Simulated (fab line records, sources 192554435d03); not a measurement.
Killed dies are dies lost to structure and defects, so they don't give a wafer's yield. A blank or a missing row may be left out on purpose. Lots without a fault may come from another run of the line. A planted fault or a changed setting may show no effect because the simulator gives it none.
fab line records | flow n5_finfet
record lots=11 wafers=33 last_day=18
route steps=1938 shown BEOL_M12@1654 BEOL_M13@1673
lots that met no fault: from a run of the same line without faults
start_h: hours from the record's first day to the start of the lot's first wafer shown | wait_h: hours since the lot's step before | " the same as in the row above | L1.1+2: a row that stands for several wafers | - no value, or no start given | * or withheld: withheld | < > ~ a bound
route shown NAME@n: a module of which the file shows steps, and the number in the route of the first | usual: mean/standard deviation of fault-free wafers | same: alike in all rows | chamber/n: place in a boat | sites: the reading at each site | _std_site: their standard deviation | _edge_site: outer sites' mean less inner sites' | radius_mm: how far each site lies from the wafer's centre | mask NAME#n: copy n | behind: the tool/chamber that last shaped the wafer | hold: why the lot was held/for how many hours/how that ended | device: the transistor (n, p or np) that didn't switch | end of line: the same wafers' tests at the end of the route | a step without rows: its recipe alone | killed: dies lost to structure and defects at the first sort, not the wafer's yield | map: a wafer's dies, x killed, . not, _ none there
set.NAME: the setting as run; set.NAME@STEP: as run at that earlier step | model.NAME: the simulator's own value behind a step, which no gauge read
steps of the route over a sample of lots; a table a step, a row a wafer
services: from which hour (start_h, from the record's first day; less than 0 if before it) a tool's chamber was out of use, for how many hours, and why
## steps
# step N5_BEOL_M12_THK_MEAS_50
# recipe thk_meas_gauge=xrf reads=Cu_of_BEOL_M12_ECD_47
# usual M12_THK=323/5.1
# columns lot.wafer tool chamber start_h wait_h M12_THK[nm]
L931.3 film_metro-01 - 244.16 - 322
L931.4 " - " " 316
L931.6 " - " " 317
L933.3 film_metro-02 - 255.10 - 337
L933.4 " - " " 331
L933.5 " - " " 334
L935.2 film_metro-02 - 263.86 - 326
L935.3 " - " " 322
L935.5 " - " " 328
L936.2 film_metro-01 - 270.74 - 321
L936.3 " - " " 312
L936.6 " - " " 327
L937.1 film_metro-01 - 281.07 - 320
L937.4 " - " " 324
L937.5 " - " " 322
L940.1 film_metro-01 - 296.70 - 329
L940.4 " - " " 320
L940.5 " - " " 329
L941.3 film_metro-01 - 303.02 - 323
L941.5 " - " " 316
L941.6 " - " " 317
L943.2 film_metro-01 - 309.27 - 320
L943.3 " - " " 319
L943.4 " - " " 324
L942.1 film_metro-02 - 320.33 - 324
L942.3 " - " " 317
L942.5 " - " " 331
L946.3 film_metro-01 - 320.87 - 326
L946.4 " - " " 329
L946.5 " - " " 321
L951.3 film_metro-01 - 394.32 - 327
L951.4 " - " " 323
L951.5 " - " " 323
# step N5_BEOL_M12_INSPECT_55
# recipe inspect_instrument=darkfield mode=post_dep
# usual raw_defect_count=69/25
# columns lot.wafer tool chamber start_h wait_h raw_defect_count
L931.3 defect_inspect-01 - 244.31 0.0 65
L931.4 " - " " 66
L931.6 " - " " 73
L933.3 defect_inspect-01 - 255.25 0.0 45
L933.4 " - " " 71
L933.5 " - " " 57
L935.2 defect_inspect-02 - 264.01 0.0 69
L935.3 " - " " 86
L935.5 " - " " 57
L936.2 defect_inspect-02 - 270.89 0.0 30
L936.3 " - " " 41
L936.6 " - " " 59
L937.1 defect_inspect-02 - 281.23 0.0 63
L937.4 " - " " 55
L937.5 " - " " 51
L940.1 defect_inspect-01 - 296.85 0.0 71
L940.4 " - " " 68
L940.5 " - " " 69
L941.3 defect_inspect-01 - 303.17 0.0 60
L941.5 " - " " 35
L941.6 " - " " 69
L943.2 defect_inspect-01 - 309.42 0.0 76
L943.3 " - " " 75
L943.4 " - " " 86
L942.1 defect_inspect-01 - 320.51 0.0 80
L942.3 " - " " 55
L942.5 " - " " 61
L946.3 defect_inspect-01 - 321.03 0.0 65
L946.4 " - " " 87
L946.5 " - " " 91
L951.3 defect_inspect-02 - 394.47 0.0 54
L951.4 " - " " 62
L951.5 " - " " 53
# step N5_BEOL_M13_ETCH_59
# recipe chemistry=N2/H2 target=BARC target_depth_a=890 overetch_a=267 time_s=67.9 ion_energy_ev=200 pressure_mtorr=30 source_w=840 bias_w=150 n2_flow_sccm=200 h2_flow_sccm=200
# usual chamber_pressure_mTorr=29.998/0.027 drypump_motor_current_A=5.6/0.36 oes_product_au=0.67/0.063 rf_vpp_V=523.9/1.9 showerhead_plenum_p_Torr=2.55/0.061 throttle_valve_pct=17.95/0.25
# columns lot.wafer tool chamber start_h wait_h chamber_pressure_mTorr drypump_motor_current_A oes_product_au rf_hours_counter_h rf_vpp_V showerhead_plenum_p_Torr throttle_valve_pct
L931.3 rie_diel-02 2 245.04 0.0 29.981 5.6 0.61 219 523.8 2.54 17.99
L931.4 " 0 " " 29.984 5.5 0.75 30 524.8 2.60 18.07
L931.6 " 2 " " 29.994 5.5 0.60 - 523.3 2.54 18.00
L933.3 rie_diel-02 0 256.69 0.0 29.970 5.5 0.75 34 525.7 2.60 18.10
L933.4 " 3 " " 30.016 5.2 0.67 100 524.5 2.59 17.69
L933.5 " 2 " " 30.074 5.5 0.60 - 523.8 2.54 18.01
L935.2 rie_diel-02 3 264.80 0.0 29.992 5.2 0.68 103 524.9 2.59 17.70
L935.3 " 0 " " 29.971 5.5 0.75 37 525.4 2.60 18.11
L935.5 " 1 " " 29.995 6.1 0.72 - 524.7 2.58 18.24
L936.2 rie_diel-04 1 271.63 0.0 30.016 5.8 0.68 119 520.8 2.46 17.82
L936.3 " 0 " " 30.025 5.9 0.60 241 522.9 2.49 17.74
L936.6 " 3 " " 30.002 5.4 0.62 - 525.6 2.64 18.05
L937.1 rie_diel-02 2 282.05 0.0 29.955 5.5 0.59 231 524.0 2.53 18.03
L937.4 " 3 " " 30.038 5.1 0.66 108 525.6 2.58 17.70
L937.5 " 2 " " 29.976 5.5 0.59 - 522.5 2.53 18.02
L940.1 rie_diel-02 1 297.65 0.0 29.978 6.1 0.72 79 525.2 2.58 18.27
L940.4 " 3 " " 30.023 5.2 0.67 - 524.9 2.58 17.71
L940.5 " 0 " " 30.010 5.5 0.74 - 524.4 2.60 18.12
L941.3 rie_diel-04 2 303.83 0.0 30.039 6.1 0.61 193 525.6 2.62 17.79
L941.5 " 2 " " 30.004 6.1 0.61 - 526.3 2.62 17.79
L941.6 " 3 " " 30.005 5.4 0.61 - 524.4 2.64 18.10
L943.2 rie_diel-06 3 310.04 0.0 30.028 5.5 0.61 219 519.7 2.42 18.32
L943.3 " 0 " " 30.007 5.1 0.80 12 526.4 2.60 17.39
L943.4 " 1 " " 29.995 5.4 0.64 184 523.5 2.53 18.05
L942.1 rie_diel-06 1 321.13 0.0 30.003 5.4 0.64 186 522.8 2.53 18.06
L942.3 " 2 " " 29.945 5.9 0.69 96 521.7 2.47 17.89
L942.5 " 0 " " 29.988 5.1 0.79 - 526.0 2.60 17.38
L946.3 rie_diel-06 0 321.64 0.0 29.979 5.1 0.79 15 526.2 2.60 17.40
L946.4 " 1 " " 30.024 5.3 0.64 186 525.2 2.53 18.07
L946.5 " 3 " " 30.040 5.5 0.60 - 520.2 2.42 18.31
L951.3 rie_diel-02 0 395.08 0.0 29.988 5.5 0.71 74 525.0 2.58 18.18
L951.4 " 3 " " 30.040 5.2 0.64 146 524.3 2.57 17.77
L951.5 " 3 " " 30.036 5.2 0.65 - 524.5 2.57 17.76
# step N5_BEOL_M13_STRIP_71
# recipe chemistry=post_etch_residue_remover time_s=60 temp_c=25 remover_ph=withheld remover_water_wt_pct=withheld remover_fluoride_wt_pct=withheld
# usual run_length_s=67.2/2.2 temp_c=25.00/0.11
# columns lot.wafer tool chamber start_h wait_h run_length_s temp_c
L931.3 wet_bench-06 6 245.48 0.0 67.4 25.05
L931.4 " 1 " " 65.4 24.87
L931.6 " 3 " " 66.6 24.96
L933.3 wet_bench-06 3 257.12 0.0 66.8 25.31
L933.4 " 6 " " 68.3 24.94
L933.5 " 0 " " 66.3 25.04
L935.2 wet_bench-06 4 265.24 0.1 66.6 25.16
L935.3 " 6 " " 67.7 24.95
L935.5 " 5 " " 67.8 25.00
L936.2 wet_bench-06 1 272.07 0.1 65.5 25.12
L936.3 " 6 " " 66.8 24.93
L936.6 " 0 " " 65.5 25.01
L937.1 wet_bench-06 1 282.49 0.1 65.5 24.94
L937.4 " 7 " " 66.2 25.15
L937.5 " 0 " " 64.8 25.00
L940.1 wet_bench-06 2 298.09 0.1 70.8 24.87
L940.4 " 4 " " 72.2 25.05
L940.5 " 7 " " 72.5 24.90
L941.3 wet_bench-06 2 304.26 0.0 - -
L941.5 " 1 " " - -
L941.6 " 3 " " - -
L943.2 wet_bench-06 5 310.47 0.1 - -
L943.3 " 0 " " - -
L943.4 " 1 " " - -
L942.1 wet_bench-04 1 321.56 0.1 66.1 25.13
L942.3 " 6 " " 66.8 24.95
L942.5 " 0 " " 66.6 24.97
L946.3 wet_bench-06 6 322.08 0.0 67.3 25.12
L946.4 " 2 " " 65.1 24.69
L946.5 " 5 " " 68.1 24.97
L951.3 wet_bench-03 7 395.58 0.0 73.0 24.85
L951.4 " 1 " " 72.8 25.00
L951.5 " 2 " " 72.0 25.17
## services
# columns tool chamber start_h hours kind
rie_diel-04 0 233.13 1.3 repair
rie_diel-06 3 237.11 10.1 repair
rie_diel-06 0 256.68 - clean
rie_diel-06 0 256.68 - consumable_replace:focus_ring
rie_diel-06 0 256.68 16.4 scheduled_down
rie_diel-06 0 256.68 16.4 vent_cycle
wet_bench-03 - 260.19 3.4 repair
rie_diel-02 2 262.89 2.0 repair
rie_diel-02 - 275.04 4.0 pm
rie_diel-02 2 291.71 6.1 repair
rie_diel-06 2 293.86 4.5 repair
wet_bench-04 - 297.67 4.6 repair
rie_diel-06 3 298.24 2.1 repair
rie_diel-04 0 299.28 - clean
rie_diel-04 0 299.28 - consumable_replace:focus_ring
rie_diel-02 - 352.24 2.8 pm
rie_diel-02 2 356.20 - clean
rie_diel-02 2 356.20 - consumable_replace:esc
rie_diel-02 2 356.20 - consumable_replace:focus_ring
rie_diel-02 2 356.20 18.2 scheduled_down
rie_diel-02 2 356.20 18.2 vent_cycle
rie_diel-06 - 383.85 14.6 pm
rie_diel-02 0 386.50 6.3 repair
## key
first_sign step=N5_BEOL_M13_STRIP_71 reading=tool_record direction=missing
effect none on later readings
met_at N5_BEOL_M13_STRIP_71
struck_lots L941,L943
not_acting_at N5_BEOL_M12_THK_MEAS_50,N5_BEOL_M12_INSPECT_55,N5_BEOL_M13_ETCH_59
onset_between 298.09 304.26
fault kind=skipped_step_whole tool=wet_bench-06 chamber=- onset_h=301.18 steps=N5_BEOL_M13_STRIP_71 scope=struck_lots_only
